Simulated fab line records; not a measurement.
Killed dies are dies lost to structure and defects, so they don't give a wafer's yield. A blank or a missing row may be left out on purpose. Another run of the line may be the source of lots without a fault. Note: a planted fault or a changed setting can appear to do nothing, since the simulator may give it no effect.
fab line records ; flow nand_harc
record: lots: 13; wafers: 39; last_day: 32
route steps=1302 shown A_CHANNEL_FILL_D2@612 THIN_TSV@1271 END@1302
lots that met no fault: taken from a fault-free run of the same line
start_h: hours from the record's first day to the start of the lot's first wafer shown ; wait_h: how many hours have passed since the lot's step before this one ; " identical to the entry in the row above ; L1.1+2: a row that stands for several wafers ; - no value, or no start given ; * or withheld: withheld ; < > ~ a bound
route shown NAME@n: NAME is a module with steps in the file, n the number in the route of the first one ; usual: mean/standard deviation of fault-free wafers ; same: alike in all rows ; chamber/n: place in a boat ; sites: each site's reading ; _std_site: how widely they spread, as a standard deviation ; _edge_site: mean of outer sites minus mean of inner sites ; radius_mm: for every site, how far away it sits from the centre of the wafer ; mask NAME#n: copy n ; behind: the most recent tool/chamber to have shaped the wafer ; hold: reason for holding the lot/hours on hold/outcome of the hold ; device: whichever transistor did not switch (one of n, p or np) ; end of line: at the end of the route, the tests of the same wafers ; a step with no rows: only its recipe ; killed: not the wafer's yield, but the dies lost to structure and defects at the first sort ; map: the dies of a wafer, with x for killed, . for not killed, _ for no die there
set.NAME: the run value of the setting; set.NAME@STEP: its run value at that earlier step ; model.NAME: the simulator's own value behind a step, which no gauge read
one table for each step of the route and one row for each wafer, over a sample of lots
services: when a tool's chamber went out of use (start_h, in hours from the record's first day, below 0 if earlier), for how many hours, and the reason
== steps ==
step: NHARC_A_CHANNEL_FILL_D2_ALD_02
recipe: target_thk_a: 60; pulse_time_s: 10; ald_cycles: 60; temp_c: 300; material: SiO2
usual: heater_power_w: 496/39; precursor_pulse_height_rel: 0.999/0.02
lot.wafer;tool;chamber;start_h;wait_h;heater_power_w;precursor_pulse_height_rel
L834.1;ald_hk-03;1;296.79;-;554;0.998
L834.2;ald_hk-03;0;296.79;-;536;1.023
L834.6;ald_hk-03;2;296.79;-;483;1.011
L835.1;ald_hk-01;0;320.87;-;456;1.000
L835.4;ald_hk-01;3;320.87;-;521;0.984
L835.5;ald_hk-01;0;320.87;-;469;1.013
L836.1;ald_hk-03;3;321.30;-;582;0.959
L836.4;ald_hk-03;0;321.30;-;517;0.978
L836.5;ald_hk-03;2;321.30;-;482;0.994
L837.4;ald_hk-01;0;325.05;-;477;0.996
L837.2;ald_hk-01;2;325.05;-;500;1.005
L837.5;ald_hk-01;3;325.05;-;504;1.020
L838.1;ald_hk-01;0;337.91;-;451;1.013
L838.2;ald_hk-01;3;337.91;-;499;1.026
L838.6;ald_hk-01;1;337.91;-;499;0.966
L839.4;ald_hk-03;3;351.28;-;578;0.999
L839.2;ald_hk-03;0;351.28;-;524;0.998
L839.5;ald_hk-03;2;351.28;-;477;1.000
L840.2;ald_hk-01;2;357.35;-;504;0.979
L840.1;ald_hk-01;1;357.35;-;507;0.976
L840.6;ald_hk-01;2;357.35;-;492;1.004
L847.3;ald_hk-02;0;419.79;-;448;0.980
L847.2;ald_hk-02;1;419.79;-;448;1.006
L847.1;ald_hk-02;2;419.79;-;557;1.016
L849.2;ald_hk-03;2;448.82;-;478;1.025
L849.4;ald_hk-03;3;448.82;-;554;1.001
L849.5;ald_hk-03;2;448.82;-;488;0.972
L851.2;ald_hk-01;3;465.16;-;528;1.036
L851.3;ald_hk-01;1;465.16;-;491;1.012
L851.4;ald_hk-01;2;465.16;-;498;1.014
L855.1;ald_hk-02;2;504.53;-;555;0.979
L855.2;ald_hk-02;1;504.53;-;461;0.977
L855.6;ald_hk-02;3;504.53;-;461;1.021
L856.1;ald_hk-01;3;515.53;-;531;0.963
L856.4;ald_hk-01;1;515.53;-;511;1.018
L856.6;ald_hk-01;3;515.53;-;520;0.995
L857.1;ald_hk-02;0;521.63;-;451;0.974
L857.3;ald_hk-02;1;521.63;-;457;1.001
L857.5;ald_hk-02;2;521.63;-;560;1.024
step: NHARC_THIN_TSV_PRE_CLEAN_50
recipe: time_s: 30; temp_c: 280; gas: H2/He
usual: heater_power_w: 428/48
lot.wafer;tool;chamber;start_h;wait_h;heater_power_w
L834.2;pvd_sputter-03;-;-;-;421
L834.1;pvd_sputter-03;-;-;-;389
L834.6;pvd_sputter-03;-;-;-;448
L836.4;pvd_sputter-01;-;-;-;380
L836.1;pvd_sputter-01;-;-;-;465
L836.5;pvd_sputter-01;-;-;-;387
L835.4;pvd_sputter-03;-;-;-;442
L835.1;pvd_sputter-03;-;-;-;394
L835.5;pvd_sputter-03;-;-;-;481
L838.2;pvd_sputter-03;-;-;-;399
L838.1;pvd_sputter-03;-;-;-;477
L838.6;pvd_sputter-03;-;-;-;473
L837.4;pvd_sputter-01;-;-;-;459
L837.2;pvd_sputter-01;-;-;-;392
L837.5;pvd_sputter-01;-;-;-;473
L839.2;pvd_sputter-03;-;-;-;477
L839.4;pvd_sputter-03;-;-;-;393
L839.5;pvd_sputter-03;-;-;-;473
L840.2;pvd_sputter-03;-;-;-;471
L840.1;pvd_sputter-03;-;-;-;394
L840.6;pvd_sputter-03;-;-;-;438
L847.1;pvd_sputter-01;-;-;-;472
L847.3;pvd_sputter-01;-;-;-;379
L847.2;pvd_sputter-01;-;-;-;369
L851.2;pvd_sputter-02;-;-;-;369
L851.3;pvd_sputter-02;-;-;-;411
L851.4;pvd_sputter-02;-;-;-;544
L849.2;pvd_sputter-02;-;-;-;412
L849.4;pvd_sputter-02;-;-;-;399
L849.5;pvd_sputter-02;-;-;-;407
L855.1;pvd_sputter-01;-;-;-;371
L855.2;pvd_sputter-01;-;-;-;461
L855.6;pvd_sputter-01;-;-;-;370
L857.3;pvd_sputter-03;-;-;-;451
L857.1;pvd_sputter-03;-;-;-;405
L857.5;pvd_sputter-03;-;-;-;448
L856.4;pvd_sputter-02;-;-;-;365
L856.1;pvd_sputter-02;-;-;-;543
L856.6;pvd_sputter-02;-;-;-;415
step: NHARC_THIN_TSV_CD_MEAS_37
usual: cd_nm: 5001/4.1
lot.wafer;tool;chamber;start_h;wait_h;cd_nm
L834.1;cd_sem-01;-;556.24;-;5005
L834.2;cd_sem-01;-;556.24;-;5009
L834.6;cd_sem-01;-;556.24;-;5007
L836.1;cd_sem-03;-;572.60;-;5004
L836.4;cd_sem-03;-;572.60;-;4996
L836.5;cd_sem-03;-;572.60;-;5000
L835.1;cd_sem-03;-;576.62;-;4997
L835.4;cd_sem-03;-;576.62;-;4995
L835.5;cd_sem-03;-;576.62;-;4997
L838.1;cd_sem-02;-;577.85;-;4999
L838.2;cd_sem-02;-;577.85;-;5002
L838.6;cd_sem-02;-;577.85;-;5001
L837.2;cd_sem-01;-;578.42;-;5004
L837.4;cd_sem-01;-;578.42;-;5001
L837.5;cd_sem-01;-;578.42;-;4999
L839.2;cd_sem-01;-;606.99;-;5002
L839.4;cd_sem-01;-;606.99;-;4993
L839.5;cd_sem-01;-;606.99;-;4997
L840.1;cd_sem-03;-;631.70;-;4992
L840.2;cd_sem-03;-;631.70;-;4998
L840.6;cd_sem-03;-;631.70;-;5000
L847.1;cd_sem-01;-;675.62;-;5009
L847.2;cd_sem-01;-;675.62;-;5004
L847.3;cd_sem-01;-;675.62;-;5008
L851.2;cd_sem-03;-;708.23;-;4995
L851.3;cd_sem-03;-;708.23;-;4995
L851.4;cd_sem-03;-;708.23;-;4999
L849.2;cd_sem-01;-;717.10;-;5000
L849.4;cd_sem-01;-;717.10;-;4996
L849.5;cd_sem-01;-;717.10;-;5000
L855.1;cd_sem-01;-;753.95;-;5003
L855.2;cd_sem-01;-;753.95;-;5001
L855.6;cd_sem-01;-;753.95;-;4998
L857.1;cd_sem-03;-;763.80;-;5001
L857.3;cd_sem-03;-;763.80;-;4999
L857.5;cd_sem-03;-;763.80;-;5001
L856.1;cd_sem-01;-;765.05;-;4993
L856.4;cd_sem-01;-;765.05;-;5001
L856.6;cd_sem-01;-;765.05;-;4996
step: NHARC_END_SORT_01
recipe: temp_c: 25
usual: killed_at_array: 56/19; killed_at_other: 0.6/1; killed_at_periphery: 3.9/2.7; killed_dies: 61/19; killed_open: 3.3/1.9; killed_short: 2.4/1.7
same: gross_dies: 677
lot.wafer;tool;chamber;start_h;wait_h;killed_at_array;killed_at_other;killed_at_periphery;killed_dies;killed_open;killed_short
L836.1;prober-02;0;580.27;2.5;97;4;2;103;5;4
L836.4;prober-02;0;582.72;3.4;86;0;5;91;3;1
L836.5;prober-02;0;583.53;3.8;93;0;3;96;4;4
L839.2;prober-02;0;615.41;2.8;72;0;7;79;2;3
L839.4;prober-02;0;617.05;3.4;56;1;7;64;9;1
L839.5;prober-02;0;617.87;3.8;63;2;6;71;9;5
L847.1;prober-02;0;683.20;2.5;55;0;6;61;3;1
L847.2;prober-02;0;684.02;2.8;159;0;0;159;4;3
L847.3;prober-02;0;684.83;3.1;58;0;6;64;4;3
killed by level:class
L836.1 A_CHANNEL_HOLE_D1:chamber_film_flake=36 A_CHANNEL_HOLE_D2:chamber_film_flake=25 A_SLIT:chamber_film_flake=23 A_STAIRCASE:chamber_film_flake=4 THIN_TSV:chamber_film_flake=3 A_CONTACT:chamber_film_flake=2 P_CONTACT:geometric_particle:open=1 P_M0:geometric_particle:open=1
L836.4 A_SLIT:chamber_film_flake=34 A_CHANNEL_HOLE_D2:chamber_film_flake=21 A_CHANNEL_HOLE_D1:chamber_film_flake=21 A_STAIRCASE:chamber_film_flake=2 A_SGD_CUT:chamber_film_flake=2 A_CONTACT:chamber_film_flake=2 P_M0:geometric_particle:open=1 A_CHANNEL_HOLE_D2:geometric_particle:short=1
L836.5 A_SLIT:chamber_film_flake=32 A_CHANNEL_HOLE_D1:chamber_film_flake=24 A_CHANNEL_HOLE_D2:chamber_film_flake=19 A_STAIRCASE:chamber_film_flake=5 A_CONTACT:chamber_film_flake=5 P_M0:geometric_particle:open=2 A_ONON_D1:geometric_particle:short=2 A_CHANNEL_FILL_D1:geometric_particle:short=1
L839.2 A_SLIT:chamber_film_flake=35 A_CHANNEL_HOLE_D2:chamber_film_flake=10 A_STAIRCASE:chamber_film_flake=10 A_CHANNEL_HOLE_D1:chamber_film_flake=4 P_STI:chamber_film_flake=3 A_CONTACT:chamber_film_flake=3 P_ZERO_WELL:chamber_film_flake=2 P_M2:chamber_film_flake=2
L839.4 A_SLIT:chamber_film_flake=27 A_CONTACT:chamber_film_flake=7 A_CHANNEL_HOLE_D2:chamber_film_flake=5 P_ZERO_WELL:chamber_film_flake=4 A_STAIRCASE:chamber_film_flake=4 P_CONTACT:geometric_particle:open=2 A_SGD_CUT:geometric_particle:open=2 A_CHANNEL_HOLE_D1:chamber_film_flake=2
L839.5 A_SLIT:chamber_film_flake=24 A_CHANNEL_HOLE_D2:chamber_film_flake=10 A_STAIRCASE:chamber_film_flake=7 A_CHANNEL_HOLE_D1:chamber_film_flake=5 A_WL_FILL:geometric_particle:short=4 A_M0:geometric_particle:open=4 A_WL_FILL:chamber_film_flake=3 A_CONTACT:chamber_film_flake=2
L847.1 A_CHANNEL_HOLE_D1:chamber_film_flake=23 A_CHANNEL_HOLE_D2:chamber_film_flake=14 A_M0:chamber_film_flake=5 P_GATE:chamber_film_flake=4 A_SLIT:chamber_film_flake=4 A_CONTACT:chamber_film_flake=4 A_STAIRCASE:chamber_film_flake=3 P_CONTACT:geometric_particle:short=1
L847.2 A_CHANNEL_FILL_D2:unspecified=89 A_CHANNEL_HOLE_D1:chamber_film_flake=29 A_CHANNEL_HOLE_D2:chamber_film_flake=19 A_CONTACT:chamber_film_flake=6 A_M0:chamber_film_flake=3 A_STAIRCASE:chamber_film_flake=3 A_WL_FILL:chamber_film_flake=2 A_SOURCE_PLATE:geometric_particle:short=1
L847.3 A_CHANNEL_HOLE_D1:chamber_film_flake=25 A_CHANNEL_HOLE_D2:chamber_film_flake=11 A_CONTACT:chamber_film_flake=5 P_GATE:chamber_film_flake=4 A_WL_FILL:chamber_film_flake=4 A_M0:chamber_film_flake=4 A_ONON_D1:geometric_particle:short=2 A_STAIRCASE:chamber_film_flake=2
== services ==
tool;chamber;start_h;hours;kind
pvd_sputter-02;-;282.00;10.0;pm
ald_hk-01;-;297.46;10.0;pm
ald_hk-01;0;297.46;10.0;vent_cycle
ald_hk-01;1;297.46;10.0;vent_cycle
ald_hk-02;-;302.21;1.1;repair
pvd_sputter-03;-;348.01;10.0;pm
pvd_sputter-01;-;404.00;10.0;pm
pvd_sputter-01;-;433.95;1.7;repair
pvd_sputter-02;-;458.05;7.5;repair
pvd_sputter-01;-;465.17;0.9;repair
ald_hk-01;-;475.46;10.0;pm
pvd_sputter-03;-;490.04;7.8;repair
pvd_sputter-03;-;526.01;10.0;pm
ald_hk-02;-;527.28;10.0;pm
ald_hk-03;-;568.97;10.0;pm
pvd_sputter-01;-;582.00;10.0;pm
ald_hk-01;-;610.02;1.2;repair
pvd_sputter-02;-;643.50;10.0;pm
pvd_sputter-03;-;691.78;1.4;repair
ald_hk-03;-;701.80;0.7;repair
pvd_sputter-03;-;704.01;10.0;pm
ald_hk-02;-;705.28;10.0;pm
ald_hk-03;-;746.97;10.0;pm
pvd_sputter-01;-;760.00;10.0;pm
== key ==
first_sign: step: NHARC_END_SORT_01; reading: killed_at_array; direction: up; sigmas: 5.5; usual: 56; struck: 159
effect: step: NHARC_END_SORT_01; reading: killed_dies; direction: up; sigmas: 5.3; usual: 61; struck: 159
more_kills_born_at: NHARC_A_CHANNEL_FILL_D2_ALD_02@ald_hk-02: 89
met_at NHARC_A_CHANNEL_FILL_D2_ALD_02
struck_lots L847
struck_wafers L847.2
tester_left_out L847
not_acting_at NHARC_THIN_TSV_PRE_CLEAN_50,NHARC_THIN_TSV_CD_MEAS_37
fault: kind: chamber_particle_source; tool: ald_hk-02; chamber: 1; onset_h: 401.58; steps: NHARC_A_CHANNEL_FILL_D2_ALD_02; rate_per_visit_cm2: 1.0706; end_h: 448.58
tester_left_out: of these lots the tester's yield and bins aren't shown, on N5 and GAA mostly nor the transistor test; their killed dies are dies lost to structure and defects alone, not to doping, threshold or leakage, so they don't give the yield
